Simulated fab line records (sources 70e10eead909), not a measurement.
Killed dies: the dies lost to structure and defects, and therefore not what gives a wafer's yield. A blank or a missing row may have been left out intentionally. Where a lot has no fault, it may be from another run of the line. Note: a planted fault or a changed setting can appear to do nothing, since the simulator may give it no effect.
A lot that was struck, set against a sound lot :: flow nandHarc :: 17 steps out of a route of 1302
Sound: the wafers L399.3, L399.5, L399.6. Struck: wafer L417.3; the same lot's L417.2 was not struck, so it is left out; see the end for the cause.
At each step with rows: each side's tool, then ch and its chambers, then its first start. Under that, the readings that differ: sound wafers :: struck wafers :: difference of the means :: sigmas: that difference in standard deviations of wafers without a fault.
alike: readings with means less than 2 such deviations apart, plus words and numbers identical on both sides. not compared: withheld readings, readings lacking a value on some wafer, bounds such as >300 that could conceal the same value, and numbers that have no deviation in the record and whose values overlap.
A row with sigmas, a row that says differs or no value, or rows on one side alone: a step with any of these is where the two part. When numbers do not overlap yet have no deviation, they are printed without sigmas and do not part them. A reading that every wafer of one side lacks parts them only if that side has two wafers or more.

first, 7 steps without rows for these wafers: NHARC_A_BLC_COAT_03 (time 65 s); NHARC_A_BLC_COAT_04 (resist thk 90 nm); NHARC_A_BLC_SOFTBAKE_05 (time 55 s); NHARC_A_BLC_EBR_06; NHARC_A_BLC_EXPOSE_07 (exposes mask A BLC, target cd 100 nm); NHARC_A_BLC_PEB_08 (peb time 65 s); NHARC_A_BLC_DEVELOP_09 (develop time 35 s).
NHARC_A_BLC_CD_MEAS_10: target cd 100 nm.
  sound on cdSem-01 ch 0, day 23 17:27; struck on cdSem-01 ch 0, day 30 18:39
  alike: cdNm
NHARC_A_BLC_OVL_MEAS_11:
  sound: overlay-01 at day 23 17:32; struck: overlay-02 at day 30 18:44
reading: overlayYNm (nm)
sound: 0.3 0.1 0.0
struck: 1.9
difference: +1.8
sigmas: +2
  alike: overlayXNm
NHARC_A_BLC_INSPECT_12:
  sound: defectInspect-01 at day 23 17:34; struck: defectInspect-01 at day 30 18:46
  alike: rawDefectCount
NHARC_A_BLC_DESCUM_15: chemistry O2, time 3 s.
  sound on rieDiel-12 ch 2,3, day 23 17:38; struck on rieDiel-12 ch 3, day 30 18:50
  alike: drypumpMotorCurrentA, oesProductAu, rfVppV, showerheadPlenumPTorr, throttleValvePct
  not compared: rfHoursCounterH
NHARC_A_BLC_ETCH_16: etches the open film in CF4, target depth 39 nm, time 65 s.
  sound on rieDiel-12 ch 0,1,3, day 23 17:44; struck on rieDiel-12 ch 2, day 30 18:56
  alike: biasW, drypumpMotorCurrentA, oesProductAu, rfVppV, runLengthS, showerheadPlenumPTorr, throttleValvePct
  not compared: rfHoursCounterH
NHARC_A_BLC_ETCH_17: etches the open film in N2/H2, target depth 390 nm, time 609.38 s.
  sound on rieDiel-12 ch 0,3, day 23 17:49; struck on rieDiel-12 ch 2, day 30 19:03
reading: biasW (W)
sound: 150.1 149.4 149.2
struck: 150.6
difference: +1.0
sigmas: +2

reading: n2FlowSccm (sccm)
sound: 150.2 150.5 151.1
struck: 149.6
difference: -1.0
sigmas: -2

reading: runLengthS (s)
sound: 630.6 629.9 630.4
struck: 936.0
difference: +305.7
sigmas: +99 or more

reading: model.A_BLC.cdNm (nm)
sound: 99.75 99.27 99.37
struck: 95.78
difference: -3.68
sigmas: 
  alike: drypumpMotorCurrentA, oesProductAu, rfVppV, showerheadPlenumPTorr, throttleValvePct
  not compared: rfHoursCounterH
NHARC_A_BLC_ETCH_18: etches the open film in C4F8/O2/Ar, target depth 910 nm.
  sound: rieDiel-12 ch 0,1,2; struck: rieDiel-12 ch 3
reading: model.A_BLC.cdNm (nm)
sound: 100.2 97.71 100.9
struck: 95.2
difference: -4.4
sigmas: 
  alike: biasW, oesProductAu, rfVppV
  not compared: rfHoursCounterH
NHARC_A_BLC_CD_MEAS_19:
  sound: cdSem-03 at day 23 18:37; struck: cdSem-02 at day 30 19:48
reading: cdNm (nm)
sound: 100.2 97.8 101.1
struck: 95.2
difference: -4.5
sigmas: -3
NHARC_A_BLC_STRIP_29: strips in CF4.
  sound on rieDiel-12 ch 0,3, day 23 18:41; struck on rieDiel-10 ch 3, day 30 19:52
reading: showerheadPlenumPTorr (Torr)
sound: 1.84 1.86 1.84
struck: 1.73
difference: -0.12
sigmas: -2
  alike: drypumpMotorCurrentA, oesProductAu, rfVppV, throttleValvePct
  not compared: rfHoursCounterH
next, for these wafers, 1 step has no rows: NHARC_END_SORT_01.

WHERE THEY PART
Last at NHARC_A_BLC_STRIP_29 as far as this record goes, first at NHARC_A_BLC_OVL_MEAS_11.

WHY: what the simulator had put in
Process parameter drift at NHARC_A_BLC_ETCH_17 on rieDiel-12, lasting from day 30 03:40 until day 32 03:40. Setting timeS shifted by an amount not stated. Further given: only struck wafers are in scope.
